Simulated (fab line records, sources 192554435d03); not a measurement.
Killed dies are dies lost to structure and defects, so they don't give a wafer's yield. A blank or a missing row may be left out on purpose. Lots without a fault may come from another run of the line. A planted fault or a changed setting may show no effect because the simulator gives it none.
Split-lot experiment | flow n5_finfet | 7 lots, 21 wafers read, on a route of 1938 steps

THE SPLIT
At N5_BEOL_M9_ILD_DEP_00 (deposits SiCOH lowk from DEMS/porogen, target thk 308.51 nm, time 58 s), the setting time_s was moved away from the recipe's 58 s on 4 of the 21 wafers read, by +5.5% to +13.7%. The other wafers ran this setting at the recipe's value.

FROM THE SPLIT TO THE READING: what the file shows between them, 1 step
- N5_BEOL_M9_CURE_71: cures SiCOH lowk, time 240 s

THE READING
M9_ILD_THK, in nm, at N5_BEOL_M9_THK_MEAS_01. Fault-free wafers of this fab line usually give 267 nm, standard deviation 4 nm.

wafer  | tool, chamber at the split | time_s as run, s | against the recipe | M9_ILD_THK, nm | against lot-mates on the recipe
L075.1 | pecvd-04, 2                | 58               | recipe             | 267            | -
L075.4 | pecvd-04, 2                | 58               | recipe             | 272            | -
L075.6 | pecvd-04, 1                | 58               | recipe             | 273            | -
L077.1 | pecvd-04, 2                | 58               | recipe             | 259            | -
L077.4 | pecvd-04, 2                | 58               | recipe             | 263            | -
L077.5 | pecvd-04, 1                | 58               | recipe             | 266            | -
L084.2 | pecvd-04, 0                | 58               | recipe             | 264            | -
L084.4 | pecvd-04, 1                | 58               | recipe             | 269            | -
L084.6 | pecvd-04, 0                | 63.96            | +10.3%             | 298            | +32
L090.1 | pecvd-04, 1                | 58               | recipe             | 265            | -
L090.4 | pecvd-04, 0                | 58               | recipe             | 268            | -
L090.5 | pecvd-04, 2                | 58               | recipe             | 271            | -
L092.2 | pecvd-03, 2                | 58               | recipe             | 263            | -
L092.3 | pecvd-03, 1                | 58               | recipe             | 264            | -
L092.5 | pecvd-03, 1                | 61.19            | +5.5%              | 285            | +22
L097.3 | pecvd-03, 0                | 61.41            | +5.9%              | 281            | +12
L097.4 | pecvd-03, 1                | 58               | recipe             | 269            | -
L097.6 | pecvd-03, 0                | 58               | recipe             | 269            | -
L095.2 | pecvd-03, 0                | 58               | recipe             | 262            | -
L095.3 | pecvd-03, 1                | 58               | recipe             | 264            | -
L095.6 | pecvd-03, 2                | 65.97            | +13.7%             | 306            | +43

THE FIT
A straight line over all 21 wafers: M9_ILD_THK changes by +2.95 nm for each +1% of time_s; r = +0.95; the points scatter about the line by 3.6 nm.
The same after taking each lot's own level away (the mean of its wafers on the recipe; 21 wafers): +3.08 nm for each +1%; r = +0.98; scatter 2.7 nm.
On that fit, the largest move of time_s shifts the reading by 42 nm.
The lots' own levels span 262.7 to 270.7 nm, that is 2.0 times the standard deviation above.
So the lot-to-lot level changes the slope little: the two slopes agree.
Check: with one of the wafers moved furthest among these (+13.7%) left out of the fit, the line predicts +41.3 nm for it against its lot-mates. It came out at +43 nm against them.

OTHER SPLITS ON THESE WAFERS
These wafers also went through other splits before the reading. Each is held against what the fit with the lots' levels taken away leaves over:
other split on the same wafers   | wafers away from the commonest value | r with M9_ILD_THK (lot level and that fit taken away)
N5_BEOL_M4_TRENCH_ETCH_37 time_s | 11                                   | -0.12
N5_BEOL_M5_PECVD_70 time_s       | 7                                    | +0.16
N5_BEOL_M5_COAT_60 spin_rpm      | 9                                    | -0.30
N5_BEOL_M7_ETCH_61 source_w      | 6                                    | +0.16
N5_BEOL_M8_COAT_22 spin_rpm      | 6                                    | -0.13

THE WHOLE CHAIN: every reading that the file lists as answering this split, in the file's order
step                   | what it does                                                           | reading                                                                                  | change (the file's fit)              | r (the file's)
N5_BEOL_M9_ILD_DEP_00  | deposits SiCOH lowk from DEMS/porogen, target thk 308.51 nm, time 58 s | SiCOH_lowk_of_BEOL_M9_ILD_DEP_00.thk_nm (the simulator's own value, which no gauge read) | +3.45 nm for each +1% of the setting | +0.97
N5_BEOL_M9_CURE_71     | cures SiCOH lowk, time 240 s                                           | SiCOH_lowk_of_BEOL_M9_ILD_DEP_00.thk_nm (the simulator's own value, which no gauge read) | +3.06 nm for each +1% of the setting | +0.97
N5_BEOL_M9_THK_MEAS_01 |                                                                        | M9_ILD_THK                                                                               | +3.06 for each +1% of the setting    | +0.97

THE FILE'S OWN FIT
M9_ILD_THK changes by +3.06 nm for each +1% of time_s, r = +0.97.
